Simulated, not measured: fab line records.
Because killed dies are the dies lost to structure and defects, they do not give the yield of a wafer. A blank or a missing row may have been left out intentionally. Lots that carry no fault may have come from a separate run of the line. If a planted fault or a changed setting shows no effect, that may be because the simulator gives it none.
Lot-split experiment	flow n5 finfet	7 lots, 21 wafers read, on a route of 1938 steps

## THE SPLIT
At N5_MOL_CONTACT_COAG_PECVD_31 (deposits SiO2 from TEOS/O2, target thk 46 nm, time 8.9 s), the setting time s was moved away from the recipe's 8.9 s on 9 of the 21 wafers read, by -11.5% to +14.9%. This setting was run at the recipe's value on the other wafers.

## FROM THE SPLIT TO THE READING: what the file shows between them, 4 steps
- N5_MOL_CONTACT_COAG_COAT_75: time 60 s, resist thk 60 nm
- N5_MOL_CONTACT_COAG_COAT_76: time 60 s, resist thk 10 nm
- N5_MOL_CONTACT_COAG_ETCHBACK_135: etches SiO2 in CHF3, target depth 25 nm, time 16.7 s
- N5_MOL_CONTACT_COAG_STRIP_118: strips in CHF3

## THE READING
etch.depth nm (the simulator's own value, which no gauge read), in nm, at N5_MOL_CONTACT_COAG_VIA_ETCH_46 (etches SiO2 in C4F6/O2, target depth 46 nm, overetch 9.2 nm, time 40 s). No usual value for it is given in the file. Across the 12 wafers here that went through the recipe, the average is 46.04 nm and the standard deviation 0.4 nm.

wafer	tool, chamber at the split	time s as run, s	against the recipe	etch.depth nm, nm	against lot-mates on the recipe
L079.1	pecvd-03, 0	10.23	+14.9%	52.25	+6.15
L079.2	pecvd-03, 2	8.9	recipe	46.1	-
L079.5	pecvd-03, 0	10.23	+14.9%	52.78	+6.68
L088.2	pecvd-02, 2	7.879	-11.5%	39.62	no lot-mate on the recipe
L088.4	pecvd-02, 2	7.879	-11.5%	40.85	no lot-mate on the recipe
L088.6	pecvd-02, 0	7.879	-11.5%	41.51	no lot-mate on the recipe
L090.1	pecvd-03, 1	8.9	recipe	46.3	-
L090.3	pecvd-03, 0	8.9	recipe	46.88	-
L090.5	pecvd-03, 0	8.392	-5.7%	44.49	-2.10
L092.1	pecvd-01, 0	8.9	recipe	46.14	-
L092.2	pecvd-01, 1	8.9	recipe	45.97	-
L092.3	pecvd-01, 1	8.392	-5.7%	43.99	-2.06
L094.1	pecvd-03, 0	8.9	recipe	46.35	-
L094.4	pecvd-03, 1	8.9	recipe	46.21	-
L094.6	pecvd-03, 2	8.9	recipe	45.97	-
L095.1	pecvd-01, 1,0	8.9	recipe	45.49	-
L095.2	pecvd-01, 1,0	8.9	recipe	45.32	-
L095.6	pecvd-01, 0	8.9	recipe	46.05	-
L096.1	pecvd-02, 0	9.865	+10.8%	50.78	+5.13
L096.3	pecvd-02, 2	9.865	+10.8%	49.24	+3.59
L096.6	pecvd-02, 2	8.9	recipe	45.65	-
Where a row lists several chambers, the file gives one row for several wafers and doesn't say which wafer went through which chamber.

FIT RESULTS
A straight line over all 21 wafers: etch.depth nm changes by +0.425 nm for each +1% of time s; r = +0.98; the points scatter about the line by 0.63 nm.
The same after taking each lot's own level away (the mean of its wafers on the recipe; 18 wafers): +0.413 nm for each +1%; r = +0.99; scatter 0.37 nm.
The reading moves by 6.2 nm for the largest change in time s, on that fit.
From 45.620 to 46.590 nm: that is the span of the lots' own levels, equal to 2.4 times the standard deviation above.
So the lot-to-lot level changes the slope little: the two slopes agree.
Check: with one of the wafers moved furthest among these (+14.9%) left out of the fit, the line predicts +6.24 nm for it against its lot-mates. It came out at +6.15 nm against them.

## OTHER SPLITS APPLIED TO THESE WAFERS
Before the reading, these wafers also passed through other splits. Each is held against what the fit with the lots' levels taken away leaves over:
other split on the same wafers	wafers away from the commonest value	r with etch.depth nm (lot level and that fit taken away)
N5_GATE_CUT_DESCUM_18 time s	8	+0.48

## THE WHOLE CHAIN: every reading that the file lists as answering this split, in the file's order
step	what it does	reading	change (the file's fit)	r (the file's)
N5_MOL_CONTACT_COAG_PECVD_31	deposits SiO2 from TEOS/O2, target thk 46 nm, time 8.9 s	SiO2_of_MOL_CONTACT_COAG_PECVD_31.thk nm (the simulator's own value, which no gauge read)	+0.421 nm for each +1% of the setting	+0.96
N5_MOL_CONTACT_COAG_VIA_ETCH_46	etches SiO2 in C4F6/O2, target depth 46 nm, overetch 9.2 nm, time 40 s	etch.depth nm (the simulator's own value, which no gauge read)	+0.411 nm for each +1% of the setting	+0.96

## THE FILE'S OWN FIT
etch.depth nm changes by +0.411 nm for each +1% of time s, r = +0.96.
